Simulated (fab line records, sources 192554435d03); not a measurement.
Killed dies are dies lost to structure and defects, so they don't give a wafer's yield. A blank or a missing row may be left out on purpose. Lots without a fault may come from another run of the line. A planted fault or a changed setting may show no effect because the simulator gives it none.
fab line records | flow n5_finfet
record lots=5 wafers=15 last_day=18
route steps=1938 shown SPACER0@258 SD_EPI_N@262 BEOL_M4@1111 PASSIVATION@1936
lots that met no fault: from a run of the same line without faults
start_h: hours from the record's first day to the start of the lot's first wafer shown | wait_h: hours since the lot's step before | " the same as in the row above | L1.1+2: a row that stands for several wafers | - no value, or no start given | * or withheld: withheld | < > ~ a bound
route shown NAME@n: a module of which the file shows steps, and the number in the route of the first | usual: mean/standard deviation of fault-free wafers | same: alike in all rows | chamber/n: place in a boat | sites: the reading at each site | _std_site: their standard deviation | _edge_site: outer sites' mean less inner sites' | radius_mm: how far each site lies from the wafer's centre | mask NAME#n: copy n | behind: the tool/chamber that last shaped the wafer | hold: why the lot was held/for how many hours/how that ended | device: the transistor (n, p or np) that didn't switch | end of line: the same wafers' tests at the end of the route | a step without rows: its recipe alone | killed: dies lost to structure and defects at the first sort, not the wafer's yield | map: a wafer's dies, x killed, . not, _ none there
set.NAME: the setting as run; set.NAME@STEP: as run at that earlier step | model.NAME: the simulator's own value behind a step, which no gauge read
lots at some steps of the route; a table a step, a row a wafer
services: from which hour (start_h, from the record's first day; less than 0 if before it) a tool's chamber was out of use, for how many hours, and why
## steps
# step N5_SPACER0_ALD_07
# recipe material=SiNx target_thk_a=20 temp_c=400 ald_precursor_family=SiH2I2 ald_co_reactant=N2/H2-plasma pressure_torr=2
# step N5_SPACER0_ALD_00
# recipe material=SiOCN target_thk_a=35 temp_c=400 ald_precursor_family=alkyl-aminosilane ald_co_reactant=O2/N2-plasma pulse_time_s=3 purge_time_s=2 co_reactant_purge_time_s=2 ald_cycles=58 pressure_torr=2
# step N5_SPACER0_ALD_08
# recipe material=SiNx target_thk_a=20 temp_c=400 ald_precursor_family=SiH2I2 ald_co_reactant=N2/H2-plasma pressure_torr=2
# step N5_SD_EPI_N_COAT_32
# recipe resist=SOC temp_c=250 time_s=60 spin_rpm=1500 resist_thk_nm=350
# step N5_SD_EPI_N_COAT_33
# recipe resist=SiARC temp_c=220 time_s=60 spin_rpm=1500 resist_thk_nm=35
# step N5_SD_EPI_N_COAT_03
# recipe resist=CAR-ArF-block spin_rpm=1500 resist_thk_nm=150
# step N5_SD_EPI_N_EBR_05
# recipe solvent=PGMEA ebr_width_mm=1.5
# step N5_SD_EPI_N_SOFTBAKE_04
# recipe temp_c=110 time_s=60 resist=CAR-ArF-block
# step N5_SD_EPI_N_EXPOSE_06
# recipe mask_id=SD_N_BLK na=1.35 source_shape=conventional sigma_outer=0.8 polarization=unpolarized target_cd_nm=120 dose_mj=39.75
# step N5_SD_EPI_N_PEB_07
# recipe peb_temp_c=110 peb_time_s=60 resist=CAR-ArF-block
# step N5_SD_EPI_N_DEVELOP_08
# recipe develop_time_s=30 developer=TMAH resist=CAR-ArF-block dev_temp_c=23 rinse_liquid=diw dry=air_spin
# columns lot.wafer tool chamber start_h wait_h
L311.3+4+6 litho_track-04 0 60.64 -
L315.1+3+6 litho_track-04 0 85.69 -
L318.1+3+4 litho_track-04 0 103.89 -
L319.1+2+4 litho_track-04 0 112.90 -
L331.1+3+5 litho_track-03 0 182.81 -
# step N5_SD_EPI_N_CD_MEAS_09
# recipe target_cd_nm=120 landing_energy_ev=500 detector=se_inlens
# usual cd_nm=120.4/0.77
# columns lot.wafer tool chamber start_h wait_h cd_nm
L311.3 cd_sem-03 0 60.70 - 120.2
L311.4 " 0 " " 119.9
L311.6 " 0 " " 121.3
L315.1 cd_sem-02 0 85.74 - 117.4
L315.3 " 0 " " 118.0
L315.6 " 0 " " 118.6
L318.1 cd_sem-02 0 103.95 - 117.5
L318.3 " 0 " " 118.1
L318.4 " 0 " " 117.4
L319.1 cd_sem-03 0 112.96 - 118.7
L319.2 " 0 " " 118.5
L319.4 " 0 " " 118.0
L331.1 cd_sem-02 0 182.87 - 120.7
L331.3 " 0 " " 121.1
L331.5 " 0 " " 120.2
# step N5_SD_EPI_N_DESCUM_14
# recipe chemistry=O2 time_s=7.9 source_power_w=50 bias_power_w=20 pressure_mtorr=20 rf_frequency_hz=2.712e+07 temp_c=40 resist=CAR-ArF-block o2_flow_sccm=225
# usual drypump_motor_current_A=5.6/0.7 o2_flow_sccm=225.1/0.62 oes_product_au=0.83/0.1 rf_vpp_V=242.4/1.4 showerhead_plenum_p_Torr=2.05/0.071 throttle_valve_pct=20.43/0.21
# columns lot.wafer tool chamber start_h wait_h drypump_motor_current_A o2_flow_sccm oes_product_au rf_hours_counter_h rf_vpp_V showerhead_plenum_p_Torr throttle_valve_pct model.SD_EPI_N.cd_nm
L311.3 rie_diel-03 1 60.79 0.0 6.6 224.9 0.72 181 242.4 1.99 20.55 120.4
L311.4 " 1 " " 6.6 225.7 0.72 - 241.4 1.99 20.56 120
L311.6 " 3 " " 6.5 225.4 0.69 - 241.9 1.97 20.50 121.4
L315.1 rie_diel-06 1 85.90 0.1 4.8 223.7 0.87 60 243.3 2.02 20.30 117.2
L315.3 " 2 " " 5.4 224.9 0.74 188 240.3 1.98 20.53 118
L315.6 " 0 " " 5.2 225.0 0.90 - 242.9 2.04 20.29 118.4
L318.1 rie_diel-03 0 104.33 0.3 5.0 224.8 0.95 11 244.9 2.16 20.61 117.4
L318.3 " 2 " " 4.8 226.6 1.00 2 243.3 2.07 20.05 118.4
L318.4 " 2 " " 4.8 225.3 1.00 - 243.0 2.07 20.07 117.8
L319.1 rie_diel-03 0 113.46 0.4 5.0 224.9 0.93 15 242.8 2.16 20.62 118.8
L319.2 " 2 " " 4.8 226.0 0.98 6 243.3 2.07 20.08 118.6
L319.4 " 0 " " 5.0 224.4 0.93 - 244.4 2.16 20.63 118.4
L331.1 rie_diel-03 2 182.96 0.0 4.8 223.9 0.90 33 243.3 2.06 20.11 121
L331.3 " 0 " " 5.0 225.2 0.89 40 243.7 2.15 20.66 121
L331.5 " 3 " " 6.5 224.7 0.92 - 245.1 2.22 20.08 120.2
# step N5_SD_EPI_N_ETCH_34
# recipe chemistry=CF4 target=SiARC target_depth_a=455 mask_material=CAR-ArF-block time_s=75.8 ion_energy_ev=80 pressure_mtorr=40 source_w=545 bias_w=36 Ar_flow_sccm=100 cf4_flow_sccm=100 ends=cleared
# step N5_SD_EPI_N_ETCH_35
# recipe chemistry=N2/H2 target=SOC overetch_a=1080 mask_material=SiARC temp_c=40 ion_energy_ev=100 source_w=3000 bias_w=133 pressure_mtorr=20 time_s=486 n2_flow_sccm=200 h2_flow_sccm=200
# step N5_SD_EPI_N_STRIP_36
# recipe chemistry=N2/H2 temp_c=40 n2_flow_sccm=200 h2_flow_sccm=200 rf_frequency_hz=6e+07
# step N5_SD_EPI_N_ETCHBACK_44
# recipe chemistry=CH3F/O2 mode=anisotropic_etchback target=SiNx target_depth_a=145 stop_on=SiO2 over_etch_frac=0.3 ion_energy_ev=120 pressure_mtorr=30 source_w=395 bias_w=73 Ar_flow_sccm=150 CH3F_flow_sccm=30 O2_flow_sccm=20
# step N5_SD_EPI_N_ETCH_45
# recipe chemistry=CH3F/O2 target=SiOCN target_depth_a=60 mask_material=SOC ion_energy_ev=60 bias_w=29 pressure_mtorr=15 source_w=410 Ar_flow_sccm=150 CH3F_flow_sccm=30 O2_flow_sccm=20
# step N5_SD_EPI_N_ETCH_16
# recipe chemistry=CHF3/O2 target=SiO2 target_depth_a=50 mask_material=SOC pressure_mtorr=30 source_w=650 bias_w=170 Ar_flow_sccm=200 CHF3_flow_sccm=50 O2_flow_sccm=5 ion_energy_ev=200
# step N5_SD_EPI_N_STRIP_47
# recipe chemistry=CHF3/O2 resist=SiARC rf_frequency_hz=6e+07
# step N5_SD_EPI_N_SD_RECESS_17
# recipe chemistry=HBr/Cl2/O2 target_depth_a=410 mask_material=SOC time_s=23.7 bt_time_s=3 pressure_mtorr=10 icp_w=800 bias_w=112 HBr_flow_sccm=150 Cl2_flow_sccm=80 O2_flow_sccm=12
# usual drypump_motor_current_A=5.9/0.33 oes_product_au=1.001/0.018 throttle_valve_pct=37.2/0.42
# columns lot.wafer tool chamber start_h wait_h drypump_motor_current_A oes_product_au rf_hours_counter_h throttle_valve_pct model.SD_EPI_N.cd_nm
L311.3 rie_si-03 1 61.47 0.0 5.7 1.013 5 37.3 120.4
L311.4 " 2 " " 5.5 1.004 57 36.1 120
L311.6 " 0 " " 6.0 1.028 - 37.4 121
L315.1 rie_si-04 0 86.59 0.0 6.5 1.008 1 37.4 115.6
L315.3 " 1 " " 5.9 0.959 65 37.1 116.6
L315.6 " 3 " " 6.0 1.011 - 37.1 118
L318.1 rie_si-04 0 105.03 0.0 6.5 1.007 2 37.4 117.6
L318.3 " 3 " " 6.0 1.014 50 37.1 118.4
L318.4 " 2 " " 6.0 0.992 26 37.6 119
L319.1 rie_si-04 1 114.15 0.0 5.9 0.959 66 37.1 118.8
L319.2 " 3 " " 6.0 1.018 50 37.1 119.4
L319.4 " 2 " " 5.9 1.003 26 37.5 117.8
L331.1 rie_si-04 0 183.65 0.0 6.5 1.005 3 37.4 121.6
L331.3 " 1 " " 5.9 0.967 67 37.1 120.8
L331.5 " 0 " " 6.5 1.012 - 37.4 119
# step N5_SD_EPI_N_STRIP_38
# recipe chemistry=N2/H2 power_w=1000 temp_c=250 h2_frac=0.65 overash_fraction=0.3 pressure_mtorr=withheld n2_flow_sccm=1750 h2_flow_sccm=3250
# step N5_BEOL_M4_RC_MEAS_101
# usual DIBL_N=36.0/1.6 DIBL_P=36.1/2 IOFF_N=0.160/0.029 IOFF_P=0.21/0.039 ION_N=675/13 ION_P=464/8.8 SS_N=71.5/0.58 SS_P=73.3/0.65 VT_N=250/3.3 VT_P=-249/3.6
# columns lot.wafer tool chamber start_h wait_h DIBL_N[mV/V] DIBL_P[mV/V] IOFF_N[nA/um] IOFF_P[nA/um] ION_N[uA/um] ION_P[uA/um] SS_N[mV/dec] SS_P[mV/dec] VT_N[mV] VT_P[mV]
L311.3 prober-01 0 175.47 0.3 33.1 32.5 0.111 0.15 661 457 70.5 72.0 253 -253
L311.4 " 0 " " 34.1 34.1 0.128 0.17 670 451 71.3 71.9 253 -251
L311.6 " 0 " " 38.0 38.3 0.197 0.23 678 456 72.6 73.2 246 -248
L315.1 prober-01 0 204.34 0.0 35.6 35.6 0.160 0.19 655 449 71.4 73.5 252 -252
L315.3 " 0 " " 35.5 37.7 0.152 0.21 669 455 71.2 74.0 254 -251
L315.6 " 0 " " 37.6 38.3 0.188 0.23 671 457 71.9 74.1 249 -249
L318.1 prober-02 0 220.01 0.0 36.2 34.9 0.161 0.21 669 460 71.2 73.3 250 -247
L318.3 " 0 " " 38.6 37.5 0.207 0.25 681 456 72.4 73.8 246 -248
L318.4 " 0 " " 39.3 39.8 0.235 0.27 705 476 72.2 74.7 241 -248
L319.1 prober-02 0 234.40 0.0 36.5 37.7 0.167 0.27 673 470 71.8 73.6 246 -244
L319.2 " 0 " " 39.1 39.4 0.227 0.29 681 466 73.4 73.5 244 -244
L319.4 " 0 " " 37.2 39.1 0.185 0.30 689 479 71.9 73.8 244 -243
L331.1 prober-02 0 303.28 0.0 34.6 34.1 0.130 0.18 657 452 71.7 72.8 254 -251
L331.3 " 0 " " 36.9 38.1 0.192 0.26 674 464 71.4 73.9 248 -246
L331.5 " 0 " " 33.7 33.0 0.120 0.17 660 454 71.5 72.7 255 -252
# step N5_PASSIVATION_PROBE_49
# usual defect_limited_yield=91.0/1.3 killed_at_M0_to_M3=36/9.5 killed_at_M4_up=14/5.6 killed_at_contacts=12/6.4 killed_at_front_end=40/10 killed_at_other=3.2/3 killed_dies=107/15 killed_on_rim=15/4.5 killed_open=69/12 killed_short=35/7.7 sort_bin_5_function=5.3/0.91 sort_bin_6_memory=3.3/0.65 sort_bin_8_speed=0.00/0.012 sort_n_pass=1073/15 sort_yield_pct=91.0/1.3
# same gross_dies=1180 killed_at_back_side=0 sort_bin_4_leakage[%]=0
# columns lot.wafer tool chamber start_h wait_h defect_limited_yield[%] killed_at_M0_to_M3 killed_at_M4_up killed_at_contacts killed_at_front_end killed_at_other killed_dies killed_on_rim killed_open killed_short sort_bin_5_function[%] sort_bin_6_memory[%] sort_bin_8_speed[%] sort_n_pass sort_yield_pct[%]
L311.3 prober-02 - 275.84 0.1 90.5 37 10 19 44 2 112 16 68 43 5.9 3.2 0 1068 90.5
L311.4 prober-02 - 275.89 0.2 92.4 32 9 13 34 2 90 22 55 29 3.9 2.9 0 1090 92.4
L311.6 prober-02 - 275.99 0.3 92.6 40 7 6 32 2 87 4 52 34 4.2 2.8 0 1093 92.6
# killed by level:class
L311.3 FIN_SAQP:geometric_particle:short=15 MOL_CONTACT_COAG:geometric_particle:open=13 BEOL_M3:geometric_particle:open=11 FIN_SAQP:geometric_particle:open=8 BEOL_M1:geometric_particle:open=8 DUMMY_GATE:geometric_particle:open=6 BEOL_M3:geometric_particle:short=6 STI_FIN_REVEAL:geometric_particle:open=5
L311.4 BEOL_M0_SAQP:geometric_particle:short=11 MOL_CONTACT_COAG:geometric_particle:open=9 GATE_CUT:geometric_particle:short=6 BEOL_M2:geometric_particle:open=6 HKMG_FIN:area_etch=6 FIN_SAQP:geometric_particle:open=4 STI_FIN_REVEAL:geometric_particle:open=4 DUMMY_GATE:geometric_particle:open=4
L311.6 FIN_SAQP:geometric_particle:short=14 BEOL_M1:geometric_particle:open=11 BEOL_M0_SAQP:geometric_particle:open=7 BEOL_M3:geometric_particle:open=6 BEOL_M0_SAQP:geometric_particle:short=5 BEOL_M2:geometric_particle:open=5 GATE_CUT:geometric_particle:short=5 MOL_CONTACT_COAG:geometric_particle:open=5
## services
# columns tool chamber start_h hours kind
rie_diel-03 0 54.03 - clean
rie_diel-03 0 54.03 - consumable_replace:focus_ring
rie_diel-03 0 54.03 24.2 scheduled_down
rie_diel-03 0 54.03 24.2 vent_cycle
rie_diel-03 2 78.36 - clean
rie_diel-03 2 78.36 - consumable_replace:focus_ring
rie_diel-03 2 78.36 23.1 scheduled_down
rie_diel-03 2 78.36 23.1 vent_cycle
rie_si-03 - 81.65 0.4 repair
rie_diel-06 3 81.71 6.0 repair
rie_diel-03 - 97.60 2.8 pm
rie_diel-03 3 101.64 - clean
rie_diel-03 3 101.64 - consumable_replace:focus_ring
rie_diel-03 3 101.64 - consumable_replace:showerhead
rie_diel-03 3 101.64 20.1 scheduled_down
rie_diel-03 3 101.64 20.1 vent_cycle
rie_diel-06 3 135.20 - clean
rie_diel-06 3 135.20 - consumable_replace:focus_ring
rie_diel-06 3 135.20 16.4 scheduled_down
rie_diel-06 3 135.20 16.4 vent_cycle
## key
first_sign step=N5_SD_EPI_N_CD_MEAS_09 reading=cd_nm direction=down sigmas=3.1 usual=120.4 struck=118.0 through=control_loop
effect none on later readings
model_effect step=N5_SD_EPI_N_DESCUM_14 value=SD_EPI_N.cd_nm without=120.4 struck=118.1
model_effect step=N5_SD_EPI_N_SD_RECESS_17 value=SD_EPI_N.cd_nm without=120.2 struck=117.9
met_at N5_SD_EPI_N_DEVELOP_08
struck_wafers L315.1,L315.3,L315.6,L318.1,L318.3,L318.4,L319.1,L319.2,L319.4
loop_trim step=N5_SD_EPI_N_EXPOSE_06 setting=dose lots=L318
baseline_loss step=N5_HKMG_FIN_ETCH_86 wafers=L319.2
onset_between 60.64 85.69
fault kind=process_parameter_drift tool=litho_track-04 chamber=- onset_h=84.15 steps=N5_SD_EPI_N_DEVELOP_08 channel=develop_time_s offset=* shape=step end_h=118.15 acts_in=* stated=*
# loop_trim: a control loop set the setting to another value than it would have without faults
# baseline_loss: these wafers lose ten dies or more at that step, a loss of the line's own and not of a fault; the sort's usual values leave them out
